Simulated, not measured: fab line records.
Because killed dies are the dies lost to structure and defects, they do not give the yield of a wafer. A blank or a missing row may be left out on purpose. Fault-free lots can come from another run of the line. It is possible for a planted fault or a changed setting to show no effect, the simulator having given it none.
fab line records ; flow n5-finfet
[record] lots = 9; wafers = 25; last-day = 17
route steps=1938 shown ILD0@340 SDB@361 BEOL_M4@1111 PASSIVATION@1936
lots untouched by any fault: they come from a run of this same line in which no faults occurred
start-h: start of the lot's first displayed wafer, in hours after the record's first day ; wait-h: hours elapsed since this lot's preceding step ; " same as the row above ; L1.1+2: a single row standing in for several wafers ; - either no value or no given start ; * or withheld: withheld ; < > ~ a bound
route shown NAME@n: NAME is a module with steps in the file, n the number in the route of the first one ; usual: average and standard deviation across the fault-free wafers ; same: alike in all rows ; chamber/n: place in a boat ; sites: per-site readings ; _std_site: standard deviation across them ; _edge_site: outer sites' mean less inner sites' ; radius-mm: for every site, how far away it sits from the centre of the wafer ; mask NAME#n: copy n ; behind: tool/chamber where the wafer was last shaped ; hold: why the lot went on hold/how many hours it stayed there/how the hold came to an end ; device: transistor that didn't switch, given as n, p or np ; end of line: the same wafers' tests at the end of the route ; step lacking rows: just its recipe ; killed: not the wafer's yield, but the dies lost to structure and defects at the first sort ; map: a wafer's dies, x killed, . not, _ none there
set.NAME: the setting the step ran with; set.NAME@STEP: the setting that earlier step ran with ; model.NAME: the simulator's own value behind a step, which no gauge read
route steps across a sampled set of lots; one table per step, one row per wafer
services: a tool's chamber out of use, with start hour (start-h, from the record's first day; less than 0 if before it), hours out, and reason
[[steps]]
[step N5_ILD0_CMP_07]
[recipe] stop-on = poly-Si; material = SiO2_flowable; t-overpolish-s = 1.18; post-cmp-clean = alkaline-brush; down-force-psi = 4.1491; platen-rpm = 51.796; pad-velocity-m-s = 1.0306; target-thk-nm = 138.88
[usual] motor-current-A = 12.3/0.99
lot.wafer;tool;chamber;start-h;wait-h;motor-current-A
L282.2;cmp-02;1;67.64;0.0;11.8
L282.5;cmp-02;1;67.64;0.0;12.5
L282.6;cmp-02;2;67.64;0.0;14.0
L284.3;cmp-04;2;82.03;0.1;12.9
L284.6;cmp-04;3;82.03;0.1;12.6
L284.5;cmp-04;0;82.03;0.1;11.8
L289.4;cmp-02;0;111.57;0.1;12.7
L289.1;cmp-02;1;111.57;0.1;12.4
L289.5;cmp-02;0;111.57;0.1;12.6
L292.3;cmp-02;1;127.81;0.0;12.4
L292.5;cmp-02;1;127.81;0.0;12.6
L292.6;cmp-02;2;127.81;0.0;14.0
L293.4;cmp-04;3;134.97;0.1;13.0
L293.3;cmp-04;0;134.97;0.1;12.3
L294.3;cmp-02;1;141.95;0.1;13.0
L294.1;cmp-02;3;141.95;0.1;10.7
L294.6;cmp-02;0;141.95;0.1;12.6
L295.4;cmp-03;1;149.96;0.0;12.8
L295.3;cmp-03;2;149.96;0.0;11.1
L299.2;cmp-02;0;175.32;0.0;13.1
L299.3;cmp-02;2;175.32;0.0;13.8
L299.4;cmp-02;3;175.32;0.0;10.4
L303.3;cmp-04;3;193.74;0.0;12.9
L303.5;cmp-04;3;193.74;0.0;12.6
L303.6;cmp-04;0;193.74;0.0;11.2
[step N5_ILD0_CMP_12]
[recipe] stop-on = poly-Si; material = SiNx; t-overpolish-s = 6; post-cmp-clean = alkaline-brush; down-force-psi = 2.5; platen-rpm = 51.8; pad-velocity-m-s = 1.0307; target-thk-nm = 17.67
[usual] motor-current-A = 9.0/0.68; overpolish-run-s = 6.001/0.0086; time-to-endpoint-s = 29.1/2.6
lot.wafer;tool;chamber;start-h;wait-h;motor-current-A;overpolish-run-s;time-to-endpoint-s
L282.2;cmp-03;3;71.50;1.2;8.1;6.011;26.9
L282.6;cmp-03;1;71.50;1.2;9.2;6.000;29.0
L282.5;cmp-03;2;71.50;1.2;8.3;5.984;30.5
L284.3;cmp-04;2;85.24;1.2;9.4;6.011;27.4
L284.5;cmp-04;3;85.24;1.2;9.3;6.004;33.3
L284.6;cmp-04;0;85.24;1.2;8.5;6.005;30.6
L289.4;cmp-04;0;114.99;1.2;8.5;5.998;31.1
L289.1;cmp-04;1;114.99;1.2;8.8;5.995;31.0
L289.5;cmp-04;3;114.99;1.2;9.9;6.015;33.1
L292.3;cmp-02;1;131.09;1.2;9.7;6.014;30.6
L292.5;cmp-02;1;131.09;1.2;9.8;5.990;33.7
L292.6;cmp-02;2;131.09;1.2;9.7;6.011;30.1
L293.4;cmp-04;0;138.18;0.1;8.3;6.003;31.5
L293.3;cmp-04;1;138.18;0.1;8.9;6.003;32.3
L294.3;cmp-02;2;145.20;1.2;10.3;5.992;27.7
L294.1;cmp-02;3;145.20;1.2;7.7;5.996;29.1
L294.6;cmp-02;0;145.20;1.2;9.9;5.999;27.8
L295.3;cmp-03;3;153.17;1.1;7.9;5.998;25.0
L295.4;cmp-03;2;153.17;1.1;8.6;6.003;27.9
L299.3;cmp-03;1;178.61;1.1;9.0;6.002;26.9
L299.4;cmp-03;2;178.61;1.1;7.8;6.010;30.3
L299.2;cmp-03;0;178.61;1.1;9.1;5.996;30.8
L303.3;cmp-02;3;197.07;1.2;7.8;5.995;27.2
L303.5;cmp-02;0;197.07;1.2;9.5;6.010;26.7
L303.6;cmp-02;1;197.07;1.2;9.7;5.987;27.8
[step N5_SDB_ETCH_18]
[recipe] chemistry = N2/H2; target = SOC; target-depth-a = 1000; overetch-a = 200; mask-material = SiARC; temp-c = 40; time-s = 150; ion-energy-ev = 200; pressure-mtorr = 30; source-w = 840; bias-w = 150; n2-flow-sccm = 200; h2-flow-sccm = 200
[usual] bias-w = 150.0/0.46; chamber-pressure-mTorr = 29.999/0.029; drypump-motor-current-A = 5.8/0.43; oes-product-au = 0.71/0.082; rf-vpp-V = 524.1/2.4; showerhead-plenum-p-Torr = 2.55/0.082; throttle-valve-pct = 17.77/0.19
lot.wafer;tool;chamber;start-h;wait-h;bias-w;chamber-pressure-mTorr;drypump-motor-current-A;oes-product-au;rf-hours-counter-h;rf-vpp-V;showerhead-plenum-p-Torr;throttle-valve-pct
L282.2;rie-diel-02;2;72.59;0.0;150.9;29.969;5.9;0.69;127;522.5;2.47;17.93
L282.5;rie-diel-02;2;72.59;0.0;150.8;29.997;5.9;0.69;-;521.1;2.47;17.95
L282.6;rie-diel-02;1;72.59;0.0;151.0;29.999;5.6;0.64;-;521.8;2.41;17.73
L284.3;rie-diel-03;1;86.14;0.0;149.7;29.979;6.2;0.63;244;524.0;2.62;18.15
L284.5;rie-diel-03;1;86.14;0.0;150.5;29.995;6.2;0.63;-;525.4;2.62;18.13
L284.6;rie-diel-03;2;86.14;0.0;150.6;30.008;4.8;0.64;-;523.6;2.50;17.96
L289.1;rie-diel-02;2;115.91;0.0;150.1;29.984;5.9;0.68;145;521.9;2.46;17.97
L289.4;rie-diel-02;0;115.91;0.0;150.4;29.919;5.9;0.81;27;524.8;2.58;17.61
L289.5;rie-diel-02;0;115.91;0.0;149.4;30.000;5.9;0.82;-;525.5;2.58;17.58
L292.3;rie-diel-02;3;132.34;0.0;149.8;30.007;6.3;0.65;183;526.8;2.64;17.62
L292.5;rie-diel-02;0;132.34;0.0;149.7;30.011;5.9;0.80;-;524.9;2.58;17.62
L292.6;rie-diel-02;3;132.34;0.0;149.6;30.045;6.3;0.65;-;525.6;2.64;17.62
L293.3;rie-diel-02;2;139.52;0.0;150.2;30.011;5.9;0.68;155;520.5;2.45;18.00
L293.4;rie-diel-02;1;139.52;0.0;150.1;30.002;5.6;0.61;223;519.7;2.40;17.77
L294.1;rie-diel-03;1;146.30;0.0;150.1;29.980;6.2;0.84;5;526.1;2.61;17.76
L294.3;rie-diel-03;3;146.30;0.0;149.9;29.938;6.1;0.77;50;525.4;2.58;17.70
L294.6;rie-diel-03;2;146.30;0.0;149.6;29.969;4.8;0.62;-;523.8;2.49;18.00
L295.3;rie-diel-02;2;154.04;0.0;149.8;29.975;5.9;0.67;161;521.6;2.45;18.00
L295.4;rie-diel-02;0;154.04;0.0;149.9;29.973;5.9;0.79;44;525.1;2.58;17.64
L299.2;rie-diel-03;1;179.88;0.0;150.0;30.019;6.3;0.80;19;526.2;2.61;17.80
L299.3;rie-diel-03;0;179.88;0.0;150.7;30.005;5.8;0.84;6;522.2;2.49;17.71
L299.4;rie-diel-03;0;179.88;0.0;151.1;30.043;5.8;0.84;-;522.1;2.49;17.71
L303.3;rie-diel-03;2;197.92;0.0;150.7;29.987;4.8;0.84;4;522.2;2.48;17.51
L303.5;rie-diel-03;2;197.92;0.0;150.4;29.984;4.8;0.84;-;523.0;2.48;17.51
L303.6;rie-diel-03;1;197.92;0.0;149.5;30.003;6.2;0.80;-;527.3;2.60;17.80
[step N5_SDB_HM_OPEN_20]
[recipe] chemistry = CH3F/O2; target = SiNx; mask-material = SOC; target-depth-a = 240; stop-on = poly-Si; over-etch-frac = 0.4; ion-energy-ev = 120; pressure-mtorr = 30; source-w = 395; bias-w = 73; Ar_flow_sccm = 150; CH3F_flow_sccm = 30; O2_flow_sccm = 20
[usual] bias-w = 73.01/0.21; chamber-pressure-mTorr = 30.004/0.026; drypump-motor-current-A = 5.8/0.43; oes-product-au = 0.65/0.076; over-etch-frac = 0.4/0; rf-vpp-V = 299/7.5; showerhead-plenum-p-Torr = 2.01/0.069; throttle-valve-pct = 16.31/0.2
lot.wafer;tool;chamber;start-h;wait-h;bias-w;chamber-pressure-mTorr;drypump-motor-current-A;oes-product-au;over-etch-frac;rf-hours-counter-h;rf-vpp-V;showerhead-plenum-p-Torr;throttle-valve-pct
L282.2;rie-diel-02;2;72.75;0.0;73.20;30.003;5.9;0.64;0.4;127;287;1.93;16.31
L282.5;rie-diel-02;2;72.75;0.0;73.07;30.014;5.9;0.64;0.4;-;285;1.93;16.32
L282.6;rie-diel-02;1;72.75;0.0;72.80;30.029;5.6;0.60;0.4;-;292;1.90;16.35
L284.3;rie-diel-03;1;86.30;0.0;72.77;30.017;6.2;0.57;0.4;244;296;2.07;16.68
L284.5;rie-diel-03;1;86.30;0.0;72.79;29.995;6.2;0.58;0.4;-;294;2.07;16.67
L284.6;rie-diel-03;2;86.30;0.0;73.06;30.036;4.8;0.58;0.4;-;302;1.98;16.64
L289.1;rie-diel-02;2;116.06;0.0;73.01;30.006;5.9;0.62;0.4;145;287;1.93;16.37
L289.4;rie-diel-02;0;116.06;0.0;72.93;30.028;5.9;0.76;0.4;27;305;2.04;16.09
L289.5;rie-diel-02;0;116.06;0.0;73.03;30.021;5.9;0.77;0.4;-;307;2.04;16.11
L292.3;rie-diel-02;3;132.50;0.0;73.16;30.020;6.3;0.55;0.64708;183;305;2.08;16.12
L292.5;rie-diel-02;0;132.50;0.0;73.19;29.962;5.9;0.68;0.64708;-;305;2.04;16.12
L292.6;rie-diel-02;3;132.50;0.0;72.89;29.994;6.3;0.60;0.4;-;306;2.08;16.12
L293.3;rie-diel-02;2;139.68;0.0;73.18;29.973;5.9;0.57;0.64708;156;287;1.92;16.39
L293.4;rie-diel-02;1;139.68;0.0;72.92;29.992;5.6;0.57;0.4;223;291;1.89;16.40
L294.1;rie-diel-03;1;146.46;0.0;73.36;30.028;6.2;0.77;0.4;5;303;2.06;16.27
L294.3;rie-diel-03;3;146.46;0.0;73.05;29.989;6.1;0.70;0.4;50;307;2.03;16.24
L294.6;rie-diel-03;2;146.46;0.0;73.16;30.010;4.8;0.58;0.4;-;301;1.97;16.70
L295.3;rie-diel-02;2;154.20;0.0;72.68;29.979;5.9;0.58;0.64708;161;287;1.92;16.38
L295.4;rie-diel-02;0;154.20;0.0;73.38;30.021;5.9;0.74;0.4;44;305;2.03;16.13
L299.2;rie-diel-03;1;180.04;0.0;72.81;30.029;6.3;0.73;0.4;19;302;2.06;16.29
L299.3;rie-diel-03;0;180.04;0.0;73.35;30.027;5.7;0.75;0.4;6;304;1.97;16.11
L299.4;rie-diel-03;0;180.04;0.0;73.39;29.979;5.7;0.78;0.4;-;302;1.97;16.10
L303.3;rie-diel-03;2;198.08;0.0;72.89;30.007;4.8;0.77;0.4;4;300;1.97;16.17
L303.5;rie-diel-03;2;198.08;0.0;72.84;30.055;4.8;0.79;0.4;-;301;1.97;16.17
L303.6;rie-diel-03;1;198.08;0.0;72.88;30.008;6.2;0.74;0.4;-;304;2.06;16.28
[step N5_SDB_STRIP_22]
[recipe] chemistry = N2/H2; power-w = 1000; temp-c = 250; h2-frac = 0.65; overash-fraction = 0.3; pressure-mtorr = withheld; n2-flow-sccm = 1750; h2-flow-sccm = 3250
[usual] drypump-motor-current-A = 5.69/0.23; heater-power-w = 343/53; oes-product-au = 0.715/0.0048; strip-time-to-endpoint-s = 96.3/0.35
lot.wafer;tool;chamber;start-h;wait-h;drypump-motor-current-A;heater-power-w;oes-product-au;rf-hours-counter-h;strip-time-to-endpoint-s
L282.2;plasma-asher-02;0;72.83;0.1;6.02;418;0.712;89;96.0
L282.5;plasma-asher-02;0;72.83;0.1;6.03;434;0.718;-;96.3
L282.6;plasma-asher-02;1;72.83;0.1;5.47;327;0.711;-;96.0
L284.3;plasma-asher-01;1;86.42;0.1;5.73;295;0.717;-;97.2
L284.5;plasma-asher-01;0;86.42;0.1;5.49;311;0.716;-;97.1
L284.6;plasma-asher-01;1;86.42;0.1;5.76;297;0.710;-;96.1
L289.1;plasma-asher-01;0;116.39;0.3;5.52;309;0.714;42;96.6
L289.4;plasma-asher-01;1;116.39;0.3;5.77;296;0.720;-;96.2
L289.5;plasma-asher-01;1;116.39;0.3;5.75;294;0.708;-;96.0
L292.3;plasma-asher-02;1;132.62;0.1;5.46;326;0.716;-;94.0
L292.5;plasma-asher-02;1;132.62;0.1;5.49;329;0.712;-;93.6
L292.6;plasma-asher-02;0;132.62;0.1;6.05;422;0.706;-;96.8
L293.3;plasma-asher-02;0;139.80;0.1;6.02;425;0.715;-;93.9
L293.4;plasma-asher-02;1;139.80;0.1;5.46;325;0.713;-;96.2
L294.1;plasma-asher-01;1;146.54;0.1;5.76;305;0.715;50;96.6
L294.3;plasma-asher-01;0;146.54;0.1;5.50;313;0.713;-;96.1
L294.6;plasma-asher-01;0;146.54;0.1;5.51;312;0.714;-;96.4
L295.3;plasma-asher-01;0;154.32;0.1;5.48;308;0.701;-;93.3
L295.4;plasma-asher-01;1;154.32;0.1;5.74;299;0.712;-;95.7
L299.2;plasma-asher-02;0;180.12;0.1;6.03;434;0.722;109;96.4
L299.3;plasma-asher-02;1;180.12;0.1;5.50;326;0.711;-;95.7
L299.4;plasma-asher-02;0;180.12;0.1;6.02;419;0.708;-;95.9
L303.3;plasma-asher-01;1;198.20;0.1;5.75;302;0.716;-;96.3
L303.5;plasma-asher-01;1;198.20;0.1;5.75;300;0.720;-;96.4
L303.6;plasma-asher-01;0;198.20;0.1;5.49;304;0.717;-;96.2
[step N5_BEOL_M4_RC_MEAS_101]
[usual] DIBL_N = 36.0/1.7; DIBL_P = 35.8/2; IOFF_N = 0.15/0.03; IOFF_P = 0.20/0.037; ION_N = 670/12; ION_P = 460/7.2; SS_N = 71.5/0.68; SS_P = 73.2/0.65; VT_N = 250/3.1; VT_P = -251/3.4
lot.wafer;tool;chamber;start-h;wait-h;DIBL_N[mV/V];DIBL_P[mV/V];IOFF_N[nA/um];IOFF_P[nA/um];ION_N[uA/um];ION_P[uA/um];SS_N[mV/dec];SS_P[mV/dec];VT_N[mV];VT_P[mV]
L282.2;prober-01;0;175.62;0.2;36.4;35.4;0.16;0.20;664;456;71.6;73.0;250;-251
L282.5;prober-01;0;175.62;0.2;34.2;31.6;0.11;0.16;655;455;70.5;72.0;256;-256
L282.6;prober-01;0;175.62;0.2;34.7;32.5;0.13;0.16;662;454;71.2;72.5;253;-257
L284.3;prober-02;0;177.73;0.3;38.8;39.1;0.20;0.28;671;463;72.0;74.1;246;-244
L284.5;prober-02;0;177.73;0.3;37.2;37.0;0.16;0.22;664;459;71.6;72.7;249;-247
L284.6;prober-02;0;177.73;0.3;36.9;35.8;0.14;0.21;667;460;72.1;73.2;250;-250
L289.1;prober-01;0;219.75;0.0;37.8;37.9;0.17;0.24;666;464;72.3;73.3;249;-248
L289.4;prober-01;0;219.75;0.0;40.1;41.5;0.24;0.30;692;474;72.6;74.2;244;-246
L289.5;prober-01;0;219.75;0.0;37.4;36.9;0.17;0.21;683;464;72.0;73.6;252;-249
L293.3;prober-02;0;238.27;0.3;32.0;32.3;0.10;0.14;645;450;70.2;71.9;255;-254
L293.4;prober-02;0;238.27;0.3;32.8;32.3;0.10;0.14;658;451;71.4;71.9;255;-255
L292.3;prober-01;0;243.92;0.3;36.8;34.2;0.14;0.19;658;453;71.7;73.1;256;-252
L292.5;prober-01;0;243.92;0.3;37.1;35.8;0.15;0.21;674;468;72.0;72.4;251;-251
L292.6;prober-01;0;243.92;0.3;38.4;37.2;0.17;0.24;674;468;71.9;74.4;250;-248
L294.1;prober-01;0;255.01;0.0;36.2;35.7;0.14;0.19;658;453;71.2;72.7;252;-252
L294.3;prober-01;0;255.01;0.0;35.2;35.6;0.14;0.20;684;470;71.1;73.4;250;-250
L294.6;prober-01;0;255.01;0.0;35.0;34.7;0.12;0.18;655;460;70.1;72.7;254;-251
L295.3;prober-02;0;262.19;0.3;36.8;37.2;0.16;0.18;678;457;71.9;72.5;249;-254
L295.4;prober-02;0;262.19;0.3;37.5;38.0;0.16;0.20;672;460;72.1;73.8;252;-253
L299.2;prober-01;0;274.55;0.2;37.5;38.7;0.19;0.21;678;456;72.3;73.8;251;-252
L299.3;prober-01;0;274.55;0.2;34.2;34.3;0.12;0.15;670;455;71.8;73.0;255;-259
L299.4;prober-01;0;274.55;0.2;33.3;33.9;0.11;0.14;655;443;71.4;72.8;255;-259
L303.3;prober-02;0;305.41;0.3;34.7;33.1;0.14;0.17;671;462;71.1;72.5;248;-253
L303.5;prober-02;0;305.41;0.3;35.7;35.3;0.15;0.20;684;465;70.8;73.3;247;-252
L303.6;prober-02;0;305.41;0.3;37.3;35.7;0.17;0.21;665;457;71.3;72.6;248;-250
[step N5_PASSIVATION_PROBE_49]
[usual] defect-limited-yield = 91.4/1.5; killed_at_M0_to_M3 = 32/9.8; killed_at_M4_up = 15/5.6; killed-at-contacts = 12/5.4; killed-at-front-end = 40/13; killed-at-other = 3.0/2.1; killed-dies = 102/17; killed-open = 67/13; killed-short = 32/7.1; sort_bin_5_function = 5.1/0.96; sort_bin_6_memory = 3.2/0.7; sort-n-pass = 1078/18; sort-yield-pct = 91.3/1.5
[same] gross-dies = 1180; killed-at-back-side = 0; sort_bin_4_leakage[%] = 0; sort_bin_8_speed[%] = 0
lot.wafer;tool;chamber;start-h;wait-h;defect-limited-yield[%];killed_at_M0_to_M3;killed_at_M4_up;killed-at-contacts;killed-at-front-end;killed-at-other;killed-dies;killed-open;killed-short;sort_bin_5_function[%];sort_bin_6_memory[%];sort-n-pass;sort-yield-pct[%]
L282.2;prober-02;-;289.50;0.1;91.0;47;15;10;32;2;106;69;35;5.4;3.3;1074;91.0
L282.5;prober-02;-;289.65;0.2;90.5;26;24;10;47;5;112;82;28;6.4;3.1;1068;90.5
L282.6;prober-02;-;289.70;0.3;89.5;48;21;12;43;0;124;92;31;5.8;4.5;1056;89.5
L289.1;prober-02;-;322.25;0.0;93.2;23;8;7;38;4;80;56;23;4.2;2.4;1100;93.2
L289.4;prober-02;-;322.40;0.2;92.7;28;15;6;36;1;86;52;33;4.2;3.0;1094;92.7
L289.5;prober-02;-;322.45;0.2;93.6;26;10;9;25;6;76;42;32;4.7;1.4;1104;93.6
L292.5;prober-02;-;352.60;0.2;92.8;26;13;11;32;3;85;54;30;4.7;2.3;1095;92.8
L294.1;prober-02;-;359.80;0.0;91.4;36;14;13;38;1;102;73;28;4.8;3.5;1078;91.4
L294.3;prober-02;-;359.90;0.1;92.6;32;14;7;31;3;87;59;27;4.2;2.9;1093;92.6
L294.6;prober-02;-;360.05;0.3;91.4;21;19;5;54;2;101;71;26;5.2;3.0;1079;91.4
// killed by level:class
L282.2 BEOL_M0_SAQP:geometric-particle:open=15 STI_FIN_REVEAL:geometric-particle:open=13 BEOL_M0_SAQP:geometric-particle:short=13 BEOL_M3:geometric-particle:open=8 MOL_CONTACT_COAG:geometric-particle:open=7 BEOL_M2:geometric-particle:open=6 FIN_SAQP:geometric-particle:short=4 DUMMY_GATE:geometric-particle:open=4
L282.5 STI_FIN_REVEAL:geometric-particle:open=15 FIN_SAQP:geometric-particle:open=13 BEOL_M0_SAQP:geometric-particle:short=7 MOL_CONTACT_COAG:geometric-particle:open=7 BEOL_M1:geometric-particle:open=6 BEOL_M4:geometric-particle:open=6 FIN_SAQP:geometric-particle:short=4 DUMMY_GATE:geometric-particle:open=4
L282.6 BEOL_M2:geometric-particle:open=16 STI_FIN_REVEAL:geometric-particle:open=15 BEOL_M0_SAQP:geometric-particle:open=13 BEOL_M4:geometric-particle:open=11 MOL_CONTACT_COAG:geometric-particle:open=9 FIN_SAQP:geometric-particle:short=7 GATE_CUT:geometric-particle:open=6 BEOL_M0_SAQP:geometric-particle:short=6
L289.1 STI_FIN_REVEAL:geometric-particle:open=13 BEOL_M0_SAQP:geometric-particle:short=6 BEOL_M1:geometric-particle:open=6 MOL_CONTACT_COAG:geometric-particle:open=5 BEOL_M0_SAQP:geometric-particle:open=5 GATE_CUT:geometric-particle:short=4 FIN_SAQP:geometric-particle:open=3 GATE_CUT:geometric-particle:open=3
L289.4 GATE_CUT:geometric-particle:short=9 GATE_CUT:geometric-particle:open=7 BEOL_M2:geometric-particle:open=7 BEOL_M0_SAQP:geometric-particle:open=6 BEOL_M0_SAQP:geometric-particle:short=5 BEOL_M4:geometric-particle:open=5 FIN_SAQP:geometric-particle:short=4 DUMMY_GATE:geometric-particle:open=4
L289.5 MOL_CONTACT_COAG:geometric-particle:open=6 BEOL_M0_SAQP:geometric-particle:open=5 STARTING-WAFER:geometric-particle:short=5 FIN_SAQP:geometric-particle:short=4 BEOL_M0_SAQP:geometric-particle:short=4 BEOL_M1:geometric-particle:open=4 BEOL_M1:geometric-particle:short=4 BEOL_M4:geometric-particle:open=4
L292.5 BEOL_M0_SAQP:geometric-particle:short=12 MOL_CONTACT_COAG:geometric-particle:open=8 STI_FIN_REVEAL:geometric-particle:open=7 GATE_CUT:geometric-particle:open=7 GATE_CUT:geometric-particle:short=6 STARTING-WAFER:geometric-particle:open=5 BEOL_M0_SAQP:geometric-particle:open=4 BEOL_M8:geometric-particle:open=3
L294.1 BEOL_M0_SAQP:geometric-particle:open=12 MOL_CONTACT_COAG:geometric-particle:open=11 BEOL_M3:geometric-particle:open=8 STI_FIN_REVEAL:geometric-particle:open=7 GATE_CUT:geometric-particle:short=7 BEOL_M0_SAQP:geometric-particle:short=7 FIN_SAQP:geometric-particle:short=5 BEOL_M4:geometric-particle:open=5
L294.3 FIN_SAQP:geometric-particle:open=11 BEOL_M3:geometric-particle:open=9 BEOL_M2:geometric-particle:open=7 BEOL_M4:geometric-particle:open=7 MOL_CONTACT_COAG:geometric-particle:open=6 BEOL_M2:geometric-particle:short=6 STI_FIN_REVEAL:geometric-particle:open=4 GATE_CUT:geometric-particle:short=4
L294.6 FIN_SAQP:geometric-particle:open=13 STI_FIN_REVEAL:geometric-particle:open=11 BEOL_M3:geometric-particle:open=8 BEOL_M4:geometric-particle:open=7 GATE_CUT:geometric-particle:open=5 GATE_CUT:geometric-particle:short=5 MOL_CONTACT_COAG:geometric-particle:open=4 BEOL_M6:geometric-particle:open=4
[[services]]
tool;chamber;start-h;hours;kind
plasma-asher-01;-;52.38;1.9;repair
rie-diel-02;1;56.93;4.6;repair
rie-diel-03;0;57.56;11.0;repair
cmp-04;-;60.07;1.3;repair
cmp-02;-;79.15;1.1;repair
rie-diel-02;0;91.45;11.1;repair
plasma-asher-02;-;94.49;0.5;repair
cmp-04;-;97.58;0.8;repair
rie-diel-02;3;99.64;9.0;repair
rie-diel-03;1;103.52;-;clean
rie-diel-03;1;103.52;-;consumable-replace:esc
rie-diel-03;1;103.52;-;consumable-replace:focus-ring
rie-diel-03;1;103.52;35.4;scheduled-down
cmp-02;-;113.09;4.0;pm
plasma-asher-02;-;115.07;5.4;repair
rie-diel-02;3;117.67;8.6;repair
cmp-02;-;126.03;1.2;repair
cmp-04;-;128.05;1.6;repair
plasma-asher-01;-;156.58;0.9;repair
cmp-03;-;158.52;0.8;repair
cmp-03;-;165.89;4.2;repair
cmp-04;-;168.60;0.6;repair
cmp-04;-;176.36;1.2;repair
plasma-asher-01;-;177.33;0.8;repair
[[key]]
[first-sign] step = N5_SDB_HM_OPEN_20; reading = over-etch-frac; direction = up; sigmas = 99+; usual = 0.4; struck = 0.64708
[effect] step = N5_SDB_STRIP_22; reading = strip-time-to-endpoint-s; direction = down; sigmas = 7.4; usual = *; struck = *
met-at N5_SDB_HM_OPEN_20
struck-lots L292,L293,L295
struck-wafers L292.3,L292.5,L293.3,L295.3
not-acting-at N5_ILD0_CMP_07,N5_ILD0_CMP_12,N5_SDB_ETCH_18
onset-between 116.06 132.50
[fault] kind = process-parameter-drift; tool = rie-diel-02; chamber = -; onset-h = 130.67; steps = N5_SDB_HM_OPEN_20; channel = over-etch-frac; offset = 0.24708; shape = step; end-h = 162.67; scope = struck-wafers-only; acts-in = these-recipes-only; stated = 0.4
